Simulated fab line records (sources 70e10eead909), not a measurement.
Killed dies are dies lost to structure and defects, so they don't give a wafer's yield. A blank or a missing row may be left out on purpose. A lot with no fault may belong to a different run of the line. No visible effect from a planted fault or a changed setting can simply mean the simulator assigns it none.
Which tool was responsible? + flow nand_harc + 72 wafers from 24 lots sampled at 6 of the route's 1302 steps

## WHAT EACH GAUGE READ, for each wafer
Not one reading of a measure or inspect step in the record can be checked against a usual standard deviation.

## TOOL THAT RAN EACH LOT (tool first, then ch and the chambers of the sampled wafers, then the start)
| lot  | NHARC_P_GATE_STRIP_111               | NHARC_P_GATE_DEGAS_109       | NHARC_P_GATE_RTA_80              | NHARC_P_CONTACT_DEGAS_38     | NHARC_P_M0_PVD_20                      | NHARC_P_M1_PVD_20           |
|------|--------------------------------------|------------------------------|----------------------------------|------------------------------|----------------------------------------|-----------------------------|
| L074 | plasma_asher-02 ch 0,1, day 5 14:04  | pvd_sputter-02, day 5 19:09  | rtp_anneal-01 ch 0, day 5 19:26  | pvd_sputter-02, day 5 23:21  | pvd_sputter-03, no start               | pvd_sputter-02, no start    |
| L075 | plasma_asher-02 ch 0,1, day 6 04:47  | pvd_sputter-02, day 6 09:34  | rtp_anneal-01 ch 0, day 6 09:52  | pvd_sputter-02, day 6 13:46  | pvd_sputter-01, no start               | pvd_sputter-02, no start    |
| L076 | plasma_asher-02 ch 0,1, day 6 07:15  | pvd_sputter-03, day 6 12:16  | rtp_anneal-02 ch 0, day 6 12:34  | pvd_sputter-01, day 6 16:29  | pvd_sputter-03, no start               | pvd_sputter-01, no start    |
| L077 | plasma_asher-01 ch 0,1, day 6 17:36  | pvd_sputter-02, day 6 22:44  | rtp_anneal-02 ch 0, day 6 23:04  | pvd_sputter-02, day 7 03:05  | pvd_sputter-01, no start               | pvd_sputter-01, no start    |
| L078 | plasma_asher-01 ch 0,1, day 7 08:29  | pvd_sputter-02, day 7 13:25  | rtp_anneal-02 ch 0, day 7 13:43  | pvd_sputter-01, day 7 17:48  | pvd_sputter-01, day 8 02:02 or earlier | pvd_sputter-02, day 8 02:02 |
| L079 | plasma_asher-02 ch 1, day 7 13:41    | pvd_sputter-02, day 7 18:34  | rtp_anneal-02 ch 0, day 7 18:53  | pvd_sputter-02, day 7 22:52  | pvd_sputter-01, no start               | pvd_sputter-02, no start    |
| L080 | plasma_asher-02 ch 0,1, day 8 01:15  | pvd_sputter-01, day 8 06:26  | rtp_anneal-01 ch 0, day 8 06:43  | pvd_sputter-02, day 8 10:45  | pvd_sputter-03, no start               | pvd_sputter-03, no start    |
| L081 | plasma_asher-01 ch 1, day 8 09:02    | pvd_sputter-01, day 8 14:14  | rtp_anneal-01 ch 0, day 8 14:32  | pvd_sputter-01, day 8 18:37  | pvd_sputter-03, no start               | pvd_sputter-01, no start    |
| L082 | plasma_asher-02 ch 0,1, day 8 23:43  | pvd_sputter-02, day 9 04:34  | rtp_anneal-02 ch 0, day 9 04:55  | pvd_sputter-01, day 9 09:01  | pvd_sputter-01, no start               | pvd_sputter-02, no start    |
| L083 | plasma_asher-02 ch 0,1, day 9 08:14  | pvd_sputter-03, day 9 12:58  | rtp_anneal-01 ch 0, day 9 13:19  | pvd_sputter-01, day 9 17:17  | pvd_sputter-02, no start               | pvd_sputter-03, no start    |
| L084 | plasma_asher-02 ch 0, day 9 21:41    | pvd_sputter-01, day 10 02:35 | rtp_anneal-01 ch 0, day 10 02:53 | pvd_sputter-02, day 10 07:02 | pvd_sputter-03, no start               | pvd_sputter-02, no start    |
| L085 | plasma_asher-01 ch 0,1, day 10 03:46 | pvd_sputter-01, day 10 08:40 | rtp_anneal-01 ch 0, day 10 08:59 | pvd_sputter-03, day 10 13:07 | pvd_sputter-02, no start               | pvd_sputter-03, no start    |
| L086 | plasma_asher-02 ch 0,1, day 10 16:34 | pvd_sputter-02, day 10 21:31 | rtp_anneal-02 ch 0, day 10 21:49 | pvd_sputter-03, day 11 01:51 | pvd_sputter-01, no start               | pvd_sputter-02, no start    |
| L087 | plasma_asher-02 ch 0,1, day 10 20:16 | pvd_sputter-02, day 11 01:14 | rtp_anneal-01 ch 0, day 11 01:31 | pvd_sputter-02, day 11 05:34 | pvd_sputter-01, no start               | pvd_sputter-02, no start    |
| L089 | plasma_asher-01 ch 0,1, day 11 18:08 | pvd_sputter-02, day 11 22:54 | rtp_anneal-01 ch 0, day 11 23:13 | pvd_sputter-02, day 12 03:14 | pvd_sputter-01, no start               | pvd_sputter-03, no start    |
| L088 | plasma_asher-01 ch 0,1, day 11 21:02 | pvd_sputter-03, day 12 02:02 | rtp_anneal-01 ch 0, day 12 02:21 | pvd_sputter-02, day 12 06:22 | pvd_sputter-02, no start               | pvd_sputter-02, no start    |
| L090 | plasma_asher-02 ch 1, day 12 07:27   | pvd_sputter-01, day 12 12:23 | rtp_anneal-01 ch 0, day 12 12:43 | pvd_sputter-03, day 12 16:36 | pvd_sputter-03, no start               | pvd_sputter-01, no start    |
| L091 | plasma_asher-01 ch 0,1, day 12 12:25 | pvd_sputter-02, day 12 17:13 | rtp_anneal-02 ch 0, day 12 17:32 | pvd_sputter-01, day 12 21:33 | pvd_sputter-01, no start               | pvd_sputter-03, no start    |
| L092 | plasma_asher-02 ch 0, day 13 00:36   | pvd_sputter-02, day 13 05:32 | rtp_anneal-01 ch 0, day 13 05:51 | pvd_sputter-01, day 13 09:52 | pvd_sputter-02, no start               | pvd_sputter-02, no start    |
| L093 | plasma_asher-01 ch 0,1, day 13 11:38 | pvd_sputter-01, day 13 16:35 | rtp_anneal-02 ch 0, day 13 16:53 | pvd_sputter-02, day 13 20:55 | pvd_sputter-03, no start               | pvd_sputter-03, no start    |
| L094 | plasma_asher-01 ch 0,1, day 13 17:55 | pvd_sputter-03, day 13 22:59 | rtp_anneal-01 ch 0, day 13 23:17 | pvd_sputter-01, day 14 03:26 | pvd_sputter-02, no start               | pvd_sputter-01, no start    |
| L095 | plasma_asher-01 ch 0,1, day 14 06:36 | pvd_sputter-03, day 14 11:38 | rtp_anneal-01 ch 0, day 14 11:56 | pvd_sputter-02, day 14 16:28 | pvd_sputter-01, no start               | pvd_sputter-02, no start    |
| L096 | plasma_asher-01 ch 0,1, day 14 16:25 | pvd_sputter-01, day 14 21:35 | rtp_anneal-02 ch 0, day 14 21:53 | pvd_sputter-03, day 15 02:11 | pvd_sputter-02, no start               | pvd_sputter-02, no start    |
| L097 | plasma_asher-02 ch 0, day 14 23:50   | pvd_sputter-01, day 15 05:05 | rtp_anneal-02 ch 0, day 15 05:22 | pvd_sputter-03, day 15 09:26 | pvd_sputter-02, no start               | pvd_sputter-02, no start    |
- NHARC_P_GATE_STRIP_111: strips in N2/H2, time 250 s.
- NHARC_P_GATE_DEGAS_109: time 60 s.
- NHARC_P_GATE_RTA_80: time 30 s.
- NHARC_P_CONTACT_DEGAS_38: time 60 s.
- NHARC_P_M0_PVD_20: deposits TaN, target thk 5 nm, time 8.06 s.
- NHARC_P_M1_PVD_20: deposits TaN, target thk 5 nm, time 8.06 s.

## AS READ BY THE TOOLS THEMSELVES (means over the sampled wafers that have a number; for cases with no such wafer, the mark the record gives instead)
NHARC_P_GATE_STRIP_111. Usual: drypump_motor_current_A 5.16 A, standard deviation 0.26; heater_power_w 92 W, standard deviation 7.6.
| lot  | tool            | drypump_motor_current_A (A) | heater_power_w (W) | flag |
|------|-----------------|-----------------------------|--------------------|------|
| L074 | plasma_asher-02 | 5.09                        | 88                 |      |
| L075 | plasma_asher-02 | 4.97                        | 90                 |      |
| L076 | plasma_asher-02 | 5.00                        | 91                 |      |
| L077 | plasma_asher-01 | 5.39                        | 100                |      |
| L078 | plasma_asher-01 | 5.21                        | 96                 |      |
| L079 | plasma_asher-02 | 4.85                        | 93                 |      |
| L080 | plasma_asher-02 | 5.08                        | 88                 |      |
| L081 | plasma_asher-01 | 5.57                        | 103                |      |
| L082 | plasma_asher-02 | 4.98                        | 90                 |      |
| L083 | plasma_asher-02 | 4.99                        | 90                 |      |
| L084 | plasma_asher-02 | 5.21                        | 86                 |      |
| L085 | plasma_asher-01 | 5.38                        | 99                 |      |
| L086 | plasma_asher-02 | 5.09                        | 88                 |      |
| L087 | plasma_asher-02 | 5.00                        | 91                 |      |
| L089 | plasma_asher-01 | 5.39                        | 100                |      |
| L088 | plasma_asher-01 | 5.20                        | 94                 |      |
| L090 | plasma_asher-02 | 4.87                        | 94                 |      |
| L091 | plasma_asher-01 | 5.39                        | 99                 |      |
| L092 | plasma_asher-02 | 5.20                        | 84                 |      |
| L093 | plasma_asher-01 | 5.21                        | 95                 |      |
| L094 | plasma_asher-01 | 5.22                        | 91                 |      |
| L095 | plasma_asher-01 | 5.39                        | 99                 |      |
| L096 | plasma_asher-01 | 5.21                        | 94                 |      |
| L097 | plasma_asher-02 | 5.19                        | 84                 |      |

NHARC_P_GATE_DEGAS_109. Usual: heater_power_w reads 484 W (standard deviation 55).
| lot  | tool           | heater_power_w (W) | flag |
|------|----------------|--------------------|------|
| L074 | pvd_sputter-02 | 519                |      |
| L075 | pvd_sputter-02 | 491                |      |
| L076 | pvd_sputter-03 | 497                |      |
| L077 | pvd_sputter-02 | 446                |      |
| L078 | pvd_sputter-02 | 431                |      |
| L079 | pvd_sputter-02 | 498                |      |
| L080 | pvd_sputter-01 | 501                |      |
| L081 | pvd_sputter-01 | 481                |      |
| L082 | pvd_sputter-02 | 492                |      |
| L083 | pvd_sputter-03 | 493                |      |
| L084 | pvd_sputter-01 | 471                |      |
| L085 | pvd_sputter-01 | 490                |      |
| L086 | pvd_sputter-02 | 504                |      |
| L087 | pvd_sputter-02 | 497                |      |
| L089 | pvd_sputter-02 | 446                |      |
| L088 | pvd_sputter-03 | 525                |      |
| L090 | pvd_sputter-01 | 474                |      |
| L091 | pvd_sputter-02 | 514                |      |
| L092 | pvd_sputter-02 | 427                |      |
| L093 | pvd_sputter-01 | 480                |      |
| L094 | pvd_sputter-03 | 480                |      |
| L095 | pvd_sputter-03 | 538                |      |
| L096 | pvd_sputter-01 | 476                |      |
| L097 | pvd_sputter-01 | 478                |      |

NHARC_P_GATE_RTA_80. Usual: anneal_temp_c_max 300.76, standard deviation 0.23; wafer_temp_C_max 301.4, standard deviation 0.42.
| lot  | tool          | anneal_temp_c_max | wafer_temp_C_max | flag |
|------|---------------|-------------------|------------------|------|
| L074 | rtp_anneal-01 | 300.76            | 301.9            |      |
| L075 | rtp_anneal-01 | 300.89            | 301.5            |      |
| L076 | rtp_anneal-02 | 300.58            | 301.0            |      |
| L077 | rtp_anneal-02 | 300.75            | 300.9            |      |
| L078 | rtp_anneal-02 | 300.43            | 300.9            |      |
| L079 | rtp_anneal-02 | 301.10            | 301.0            |      |
| L080 | rtp_anneal-01 | 300.63            | 301.7            |      |
| L081 | rtp_anneal-01 | 300.69            | 301.8            |      |
| L082 | rtp_anneal-02 | 300.60            | 301.1            |      |
| L083 | rtp_anneal-01 | 300.88            | 301.6            |      |
| L084 | rtp_anneal-01 | 300.91            | 301.8            |      |
| L085 | rtp_anneal-01 | 300.71            | 301.2            |      |
| L086 | rtp_anneal-02 | 300.61            | 300.7            |      |
| L087 | rtp_anneal-01 | 301.04            | 301.6            |      |
| L089 | rtp_anneal-01 | 300.75            | 301.7            |      |
| L088 | rtp_anneal-01 | 300.59            | 302.2            |      |
| L090 | rtp_anneal-01 | 300.73            | 301.6            |      |
| L091 | rtp_anneal-02 | 300.53            | 300.9            |      |
| L092 | rtp_anneal-01 | 300.72            | 301.6            |      |
| L093 | rtp_anneal-02 | 300.88            | 301.1            |      |
| L094 | rtp_anneal-01 | 300.77            | 301.4            |      |
| L095 | rtp_anneal-01 | 300.59            | 301.3            |      |
| L096 | rtp_anneal-02 | 300.78            | 301.1            |      |
| L097 | rtp_anneal-02 | 300.78            | 301.2            |      |

NHARC_P_CONTACT_DEGAS_38. Usual: heater_power_w reads 492 W (standard deviation 59).
| lot  | tool           | heater_power_w (W) | flag |
|------|----------------|--------------------|------|
| L074 | pvd_sputter-02 | 518                |      |
| L075 | pvd_sputter-02 | 471                |      |
| L076 | pvd_sputter-01 | 474                |      |
| L077 | pvd_sputter-02 | 514                |      |
| L078 | pvd_sputter-01 | 459                |      |
| L079 | pvd_sputter-02 | 547                |      |
| L080 | pvd_sputter-02 | 484                |      |
| L081 | pvd_sputter-01 | 494                |      |
| L082 | pvd_sputter-01 | 464                |      |
| L083 | pvd_sputter-01 | 480                |      |
| L084 | pvd_sputter-02 | 516                |      |
| L085 | pvd_sputter-03 | 487                |      |
| L086 | pvd_sputter-03 | 495                |      |
| L087 | pvd_sputter-02 | 514                |      |
| L089 | pvd_sputter-02 | 475                |      |
| L088 | pvd_sputter-02 | 563                |      |
| L090 | pvd_sputter-03 | 518                |      |
| L091 | pvd_sputter-01 | 455                |      |
| L092 | pvd_sputter-01 | 450                |      |
| L093 | pvd_sputter-02 | 492                |      |
| L094 | pvd_sputter-01 | 474                |      |
| L095 | pvd_sputter-02 | 445                |      |
| L096 | pvd_sputter-03 | 480                |      |
| L097 | pvd_sputter-03 | 497                |      |

NHARC_P_M0_PVD_20. Usual: throttle_valve_pct reads 30.2 % (standard deviation 0.88).
| lot  | tool           | throttle_valve_pct (%) | flag |
|------|----------------|------------------------|------|
| L074 | pvd_sputter-03 | 30.4                   |      |
| L075 | pvd_sputter-01 | 30.6                   |      |
| L076 | pvd_sputter-03 | 30.4                   |      |
| L077 | pvd_sputter-01 | 31.0                   |      |
| L078 | pvd_sputter-01 | 29.3                   |      |
| L079 | pvd_sputter-01 | 28.8                   |      |
| L080 | pvd_sputter-03 | 30.2                   |      |
| L081 | pvd_sputter-03 | 30.5                   |      |
| L082 | pvd_sputter-01 | 29.7                   |      |
| L083 | pvd_sputter-02 | 30.9                   |      |
| L084 | pvd_sputter-03 | 30.3                   |      |
| L085 | pvd_sputter-02 | 30.1                   |      |
| L086 | pvd_sputter-01 | 29.3                   |      |
| L087 | pvd_sputter-01 | 29.6                   |      |
| L089 | pvd_sputter-01 | 29.5                   |      |
| L088 | pvd_sputter-02 | 29.8                   |      |
| L090 | pvd_sputter-03 | 30.2                   |      |
| L091 | pvd_sputter-01 | 29.3                   |      |
| L092 | pvd_sputter-02 | 30.7                   |      |
| L093 | pvd_sputter-03 | 30.4                   |      |
| L094 | pvd_sputter-02 | 30.7                   |      |
| L095 | pvd_sputter-01 | 29.5                   |      |
| L096 | pvd_sputter-02 | 31.0                   |      |
| L097 | pvd_sputter-02 | 30.0                   |      |

NHARC_P_M1_PVD_20. Usual: throttle_valve_pct reads 30.2 % (standard deviation 0.78).
| lot  | tool           | throttle_valve_pct (%) | flag |
|------|----------------|------------------------|------|
| L074 | pvd_sputter-02 | 30.3                   |      |
| L075 | pvd_sputter-02 | 30.9                   |      |
| L076 | pvd_sputter-01 | 29.2                   |      |
| L077 | pvd_sputter-01 | 29.5                   |      |
| L078 | pvd_sputter-02 | 30.8                   |      |
| L079 | pvd_sputter-02 | 30.3                   |      |
| L080 | pvd_sputter-03 | 30.1                   |      |
| L081 | pvd_sputter-01 | 30.2                   |      |
| L082 | pvd_sputter-02 | 29.8                   |      |
| L083 | pvd_sputter-03 | 30.0                   |      |
| L084 | pvd_sputter-02 | 29.8                   |      |
| L085 | pvd_sputter-03 | 30.5                   |      |
| L086 | pvd_sputter-02 | 30.2                   |      |
| L087 | pvd_sputter-02 | 30.2                   |      |
| L089 | pvd_sputter-03 | 29.9                   |      |
| L088 | pvd_sputter-02 | 31.0                   |      |
| L090 | pvd_sputter-01 | 29.4                   |      |
| L091 | pvd_sputter-03 | 30.3                   |      |
| L092 | pvd_sputter-02 | 31.0                   |      |
| L093 | pvd_sputter-03 | 30.1                   |      |
| L094 | pvd_sputter-01 | 29.2                   |      |
| L095 | pvd_sputter-02 | 30.4                   |      |
| L096 | pvd_sputter-02 | 31.0                   |      |
| L097 | pvd_sputter-02 | 30.0                   |      |

## THE ANSWER, worked out from the rows above alone
Rule: a lot counts as off when the mean over its wafers that have a number is more than 3 standard deviations away from the usual mean. Also off: a lot with no number at a reading for which 4 or more lots have one. The other lots that the step has rows for count as sound. Order of review: gauges by route order, followed by the tools' own readings, for which a lot's mean as printed above is used. The first step at which some lot is off is used, and at that step the reading that is off furthest; a lot without a number counts as furthest.
Across all readings shown, no lot is off: no conclusion can be drawn from this.

## WHAT WAS PUT IN BY THE SIMULATOR
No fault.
